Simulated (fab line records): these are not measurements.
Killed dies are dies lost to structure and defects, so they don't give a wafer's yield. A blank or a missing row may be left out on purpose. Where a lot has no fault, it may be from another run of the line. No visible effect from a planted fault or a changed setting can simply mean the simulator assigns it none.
fab line records :: flow nandHarc
[record]
  lots = 7
  wafers = 21
  lastDay = 33
route steps=1302 shown P_GATE@127
lots with no fault: from the same line, run without faults
startH: hours from the record's opening day to when the first of the lot's shown wafers began :: waitH: time in hours since the lot's previous step :: " unchanged from the row above :: L1.1+2: a row that stands for several wafers :: - value missing, or start not given :: * or withheld: withheld :: < > ~ a bound
route shown NAME@n: a module of which the file shows steps, and the number in the route of the first :: usual: the fault-free wafers' mean and standard deviation :: same: alike in all rows :: chamber/n: place in a boat :: sites: the reading at each site :: _std_site: their standard deviation :: _edge_site: the outer-site mean with the inner-site mean subtracted :: radiusMm: for every site, how far away it sits from the centre of the wafer :: mask NAME#n: copy n :: behind: the most recent tool/chamber to have shaped the wafer :: hold: the reason the lot was held/the length of the hold in hours/how it ended :: device: names the non-switching transistor (n, p or np) :: end of line: the tests these same wafers got at the end of their route :: step lacking rows: just its recipe :: killed: dies lost to structure and defects at the first sort, not the wafer's yield :: map: shows each die of a wafer: x if killed, . if not, _ if none is there
set.NAME: the setting that was run; set.NAME@STEP: the one run at that earlier step :: model.NAME: the simulator's own value behind a step, which no gauge read
lots at selected steps of the route; one table per step, one row per wafer
services: the hour from which a tool's chamber was out of use, counted from the record's first day as startH (under 0 if before that day), plus the number of hours and why
[[steps]]
[step NHARC_P_GATE_PRECLEAN_71]
[recipe]
  timeS = *
  tempC = 50
  bathAgeMin = 0
  chemistry = SC1
[step NHARC_P_GATE_SRD_72]
[step NHARC_P_GATE_OXIDE_16]
[recipe]
  targetThkA = 30
  tempC = 875
  oxTimeS = 392
  material = SiO2
[step NHARC_P_GATE_CVD_17]
[recipe]
  targetThkA = 1500
  tempC = 620
  timeS = 900
  material = poly-Si
[step NHARC_P_GATE_HM_DEP_102]
[recipe]
  targetThkA = 1200
  tempC = 400
  material = aC
[usual]
  throttleValvePct = 35.000/0.009
lot.wafer: L340.1
tool: aclDep-01
chamber: 0
startH: 173.85
waitH: 1.5
throttleValvePct: 34.994

lot.wafer: L340.4
tool: aclDep-01
chamber: 0
startH: 173.85
waitH: 1.5
throttleValvePct: 35.005

lot.wafer: L340.6
tool: aclDep-01
chamber: 0
startH: 173.85
waitH: 1.5
throttleValvePct: 35.011

lot.wafer: L348.1
tool: aclDep-02
chamber: 0
startH: 262.38
waitH: 5.5
throttleValvePct: 35.015

lot.wafer: L348.4
tool: aclDep-02
chamber: 0
startH: 262.38
waitH: 5.5
throttleValvePct: 34.999

lot.wafer: L348.5
tool: aclDep-02
chamber: 0
startH: 262.38
waitH: 5.5
throttleValvePct: 35.002

lot.wafer: L349.1
tool: aclDep-03
chamber: 0
startH: 263.83
waitH: 1.9
throttleValvePct: 35.016

lot.wafer: L349.3
tool: aclDep-03
chamber: 0
startH: 263.83
waitH: 1.9
throttleValvePct: 35.009

lot.wafer: L349.6
tool: aclDep-03
chamber: 0
startH: 263.83
waitH: 1.9
throttleValvePct: 35.013

lot.wafer: L350.1
tool: aclDep-01
chamber: 0
startH: 280.40
waitH: 2.8
throttleValvePct: 35.022

lot.wafer: L350.3
tool: aclDep-01
chamber: 0
startH: 280.40
waitH: 2.8
throttleValvePct: 34.990

lot.wafer: L350.4
tool: aclDep-01
chamber: 0
startH: 280.40
waitH: 2.8
throttleValvePct: 35.002

lot.wafer: L351.3
tool: aclDep-02
chamber: 0
startH: 285.94
waitH: 2.9
throttleValvePct: 34.985

lot.wafer: L351.5
tool: aclDep-02
chamber: 0
startH: 285.94
waitH: 2.9
throttleValvePct: 35.006

lot.wafer: L351.6
tool: aclDep-02
chamber: 0
startH: 285.94
waitH: 2.9
throttleValvePct: 34.985

lot.wafer: L352.1
tool: aclDep-01
chamber: 0
startH: 295.97
waitH: 0.4
throttleValvePct: 34.995

lot.wafer: L352.3
tool: aclDep-01
chamber: 0
startH: 295.97
waitH: 0.4
throttleValvePct: 35.010

lot.wafer: L352.6
tool: aclDep-01
chamber: 0
startH: 295.97
waitH: 0.4
throttleValvePct: 34.987

lot.wafer: L355.1
tool: aclDep-01
chamber: 0
startH: 326.48
waitH: 0.4
throttleValvePct: 34.992

lot.wafer: L355.2
tool: aclDep-01
chamber: 0
startH: 326.48
waitH: 0.4
throttleValvePct: 35.004

lot.wafer: L355.4
tool: aclDep-01
chamber: 0
startH: 326.48
waitH: 0.4
throttleValvePct: 34.993
[step NHARC_P_GATE_DEP_103]
[recipe]
  targetThkA = 300
  targetThkNm = 30
  tempC = 400
  flowSccm = 200
  rfW = 350
  material = SiON
[usual]
  heaterPowerW = 749/85
lot.wafer: L340.1
tool: pecvd-04
chamber: 1
startH: 174.52
waitH: 0.6
heaterPowerW: 959

lot.wafer: L340.4
tool: pecvd-04
chamber: 1
startH: 174.52
waitH: 0.6
heaterPowerW: 961

lot.wafer: L340.6
tool: pecvd-04
chamber: 1
startH: 174.52
waitH: 0.6
heaterPowerW: 971

lot.wafer: L348.1
tool: pecvd-01
chamber: 1
startH: 263.11
waitH: 0.6
heaterPowerW: 818

lot.wafer: L348.5
tool: pecvd-01
chamber: 2
startH: 263.11
waitH: 0.6
heaterPowerW: 755

lot.wafer: L348.4
tool: pecvd-01
chamber: 0
startH: 263.11
waitH: 0.6
heaterPowerW: 740

lot.wafer: L349.1
tool: pecvd-04
chamber: 1
startH: 264.53
waitH: 0.6
heaterPowerW: 867

lot.wafer: L349.3
tool: pecvd-04
chamber: 2
startH: 264.53
waitH: 0.6
heaterPowerW: 686

lot.wafer: L349.6
tool: pecvd-04
chamber: 2
startH: 264.53
waitH: 0.6
heaterPowerW: 674

lot.wafer: L350.1
tool: pecvd-01
chamber: 1
startH: 281.12
waitH: 0.6
heaterPowerW: 777

lot.wafer: L350.3
tool: pecvd-01
chamber: 2
startH: 281.12
waitH: 0.6
heaterPowerW: 798

lot.wafer: L350.4
tool: pecvd-01
chamber: 2
startH: 281.12
waitH: 0.6
heaterPowerW: 826

lot.wafer: L351.3
tool: pecvd-04
chamber: 0
startH: 286.44
waitH: 0.4
heaterPowerW: 807

lot.wafer: L351.5
tool: pecvd-04
chamber: 2
startH: 286.44
waitH: 0.4
heaterPowerW: 661

lot.wafer: L351.6
tool: pecvd-04
chamber: 0
startH: 286.44
waitH: 0.4
heaterPowerW: 829

lot.wafer: L352.1
tool: pecvd-03
chamber: 1
startH: 296.66
waitH: 0.6
heaterPowerW: 739

lot.wafer: L352.3
tool: pecvd-03
chamber: 2
startH: 296.66
waitH: 0.6
heaterPowerW: 836

lot.wafer: L352.6
tool: pecvd-03
chamber: 2
startH: 296.66
waitH: 0.6
heaterPowerW: 826

lot.wafer: L355.1
tool: pecvd-04
chamber: 1
startH: 327.18
waitH: 0.6
heaterPowerW: 878

lot.wafer: L355.2
tool: pecvd-04
chamber: 2
startH: 327.18
waitH: 0.6
heaterPowerW: 654

lot.wafer: L355.4
tool: pecvd-04
chamber: 1
startH: 327.18
waitH: 0.6
heaterPowerW: 895
[step NHARC_P_GATE_DEHYDRATE_18]
[recipe]
  tempC = 150
  timeS = 120
[step NHARC_P_GATE_HMDS_19]
[recipe]
  timeS = 30
[step NHARC_P_GATE_COAT_20]
[recipe]
  spinRpm = 1500
  resistThkNm = 90
[step NHARC_P_GATE_SOFTBAKE_21]
[recipe]
  tempC = 105
  timeS = 55
[step NHARC_P_GATE_EBR_22]
[step NHARC_P_GATE_EXPOSE_23]
[recipe]
  na = 1.35
  targetCdNm = 120
  doseMj = 93.91
  maskId = P_GATE
[step NHARC_P_GATE_PEB_24]
[recipe]
  pebTempC = 100
  pebTimeS = 65
[usual]
  chillPlateTempC = 23.00/0.09
  exhaustPa = 45.0/0.95
lot.wafer: L340.1
tool: lithoTrack-01
chamber: 0
startH: 175.21
waitH: 0.1
chillPlateTempC: 23.21
exhaustPa: 45.8

lot.wafer: L340.4
tool: lithoTrack-01
chamber: 0
startH: 175.21
waitH: 0.1
chillPlateTempC: 23.09
exhaustPa: 45.1

lot.wafer: L340.6
tool: lithoTrack-01
chamber: 0
startH: 175.21
waitH: 0.1
chillPlateTempC: 23.12
exhaustPa: 45.8

lot.wafer: L348.1
tool: lithoTrack-01
chamber: -
startH: 263.65
waitH: 0.1
chillPlateTempC: -
exhaustPa: -

lot.wafer: L348.4
tool: lithoTrack-01
chamber: -
startH: 263.65
waitH: 0.1
chillPlateTempC: -
exhaustPa: -

lot.wafer: L348.5
tool: lithoTrack-01
chamber: -
startH: 263.65
waitH: 0.1
chillPlateTempC: -
exhaustPa: -

lot.wafer: L349.1
tool: lithoTrack-06
chamber: -
startH: 265.17
waitH: 0.1
chillPlateTempC: -
exhaustPa: -

lot.wafer: L349.3
tool: lithoTrack-06
chamber: -
startH: 265.17
waitH: 0.1
chillPlateTempC: -
exhaustPa: -

lot.wafer: L349.6
tool: lithoTrack-06
chamber: -
startH: 265.17
waitH: 0.1
chillPlateTempC: -
exhaustPa: -

lot.wafer: L350.1
tool: lithoTrack-01
chamber: -
startH: 281.69
waitH: 0.1
chillPlateTempC: -
exhaustPa: -

lot.wafer: L350.3
tool: lithoTrack-01
chamber: -
startH: 281.69
waitH: 0.1
chillPlateTempC: -
exhaustPa: -

lot.wafer: L350.4
tool: lithoTrack-01
chamber: -
startH: 281.69
waitH: 0.1
chillPlateTempC: -
exhaustPa: -

lot.wafer: L351.3
tool: lithoTrack-06
chamber: 0
startH: 286.99
waitH: 0.0
chillPlateTempC: 23.06
exhaustPa: 45.2

lot.wafer: L351.5
tool: lithoTrack-06
chamber: 0
startH: 286.99
waitH: 0.0
chillPlateTempC: 22.99
exhaustPa: 45.5

lot.wafer: L351.6
tool: lithoTrack-06
chamber: 0
startH: 286.99
waitH: 0.0
chillPlateTempC: 23.05
exhaustPa: 46.7

lot.wafer: L352.1
tool: lithoTrack-04
chamber: 0
startH: 297.23
waitH: 0.1
chillPlateTempC: 23.07
exhaustPa: 43.8

lot.wafer: L352.3
tool: lithoTrack-04
chamber: 0
startH: 297.23
waitH: 0.1
chillPlateTempC: 22.89
exhaustPa: 45.1

lot.wafer: L352.6
tool: lithoTrack-04
chamber: 0
startH: 297.23
waitH: 0.1
chillPlateTempC: 23.06
exhaustPa: 43.7

lot.wafer: L355.1
tool: lithoTrack-06
chamber: 0
startH: 327.75
waitH: 0.1
chillPlateTempC: 22.98
exhaustPa: 46.6

lot.wafer: L355.2
tool: lithoTrack-06
chamber: 0
startH: 327.75
waitH: 0.1
chillPlateTempC: 22.92
exhaustPa: 44.0

lot.wafer: L355.4
tool: lithoTrack-06
chamber: 0
startH: 327.75
waitH: 0.1
chillPlateTempC: 22.81
exhaustPa: 45.5
[step NHARC_P_GATE_DEVELOP_25]
[recipe]
  developTimeS = 35
  devTempC = 23
[[services]]
tool: pecvd-04
chamber: 0
startH: 152.83
hours: 132.2
kind: repair

tool: lithoTrack-01
chamber: -
startH: 155.00
hours: 7.0
kind: pm

tool: lithoTrack-06
chamber: -
startH: 179.00
hours: 7.0
kind: pm

tool: pecvd-03
chamber: -
startH: 185.30
hours: 13.0
kind: pm

tool: pecvd-03
chamber: 0
startH: 185.30
hours: 13.0
kind: ventCycle

tool: pecvd-03
chamber: 1
startH: 185.30
hours: 13.0
kind: ventCycle

tool: pecvd-03
chamber: 2
startH: 185.30
hours: 13.0
kind: ventCycle

tool: aclDep-01
chamber: -
startH: 188.62
hours: 13.0
kind: pm

tool: lithoTrack-04
chamber: -
startH: 203.00
hours: 7.0
kind: pm

tool: aclDep-02
chamber: -
startH: 245.15
hours: 13.0
kind: pm

tool: pecvd-03
chamber: 0
startH: 256.18
hours: 10.2
kind: repair

tool: pecvd-04
chamber: -
startH: 269.41
hours: 13.0
kind: pm

tool: pecvd-04
chamber: 1
startH: 269.41
hours: 13.0
kind: ventCycle

tool: pecvd-04
chamber: 2
startH: 269.41
hours: 13.0
kind: ventCycle

tool: pecvd-04
chamber: 1
startH: 282.41
hours: -
kind: clean

tool: pecvd-04
chamber: 2
startH: 282.41
hours: -
kind: clean

tool: aclDep-03
chamber: -
startH: 299.22
hours: 13.0
kind: pm

tool: pecvd-01
chamber: -
startH: 311.16
hours: 13.0
kind: pm

tool: pecvd-01
chamber: 0
startH: 311.16
hours: 13.0
kind: ventCycle

tool: pecvd-01
chamber: 1
startH: 311.16
hours: 13.0
kind: ventCycle

tool: pecvd-01
chamber: 2
startH: 311.16
hours: 13.0
kind: ventCycle

tool: pecvd-01
chamber: 0
startH: 324.16
hours: -
kind: clean

tool: pecvd-01
chamber: 1
startH: 324.16
hours: -
kind: clean

tool: pecvd-01
chamber: 2
startH: 324.16
hours: -
kind: clean
[[key]]
[firstSign]
  step = NHARC_P_GATE_PEB_24
  reading = toolRecord
  direction = missing
effect none on later readings
metAt NHARC_P_GATE_PEB_24
struckWafers L348.1,L348.4,L348.5,L349.1,L349.3,L349.6,L350.1,L350.3,L350.4
laterRowsLeftOut L348.1,L348.4,L348.5,L349.1,L349.3,L349.6,L350.1,L350.3,L350.4
sortLeftOut L348.1,L348.4,L348.5,L349.1,L349.3,L349.6,L350.1,L350.3,L350.4
testerLeftOut L348,L349,L350
onsetBetween 175.21 263.65
[fault]
  kind = skippedStepWhole
  tool = lithoTrack-01,lithoTrack-06
  chamber = -
  onsetH = 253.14
  steps = NHARC_P_GATE_PEB_24
  scope = struckLotsOnly
// testerLeftOut: of these lots the tester's yield and bins aren't shown, on N5 and GAA mostly nor the transistor test; their killed dies are dies lost to structure and defects alone, not to doping, threshold or leakage, so they don't give the yield
// sortLeftOut: the simulated sort isn't trusted on such a fault, so these wafers' sort isn't shown, and their yield isn't known
// laterRowsLeftOut: the simulator's readings of these wafers behind a module that went badly wrong aren't trusted and aren't shown, but for the sort
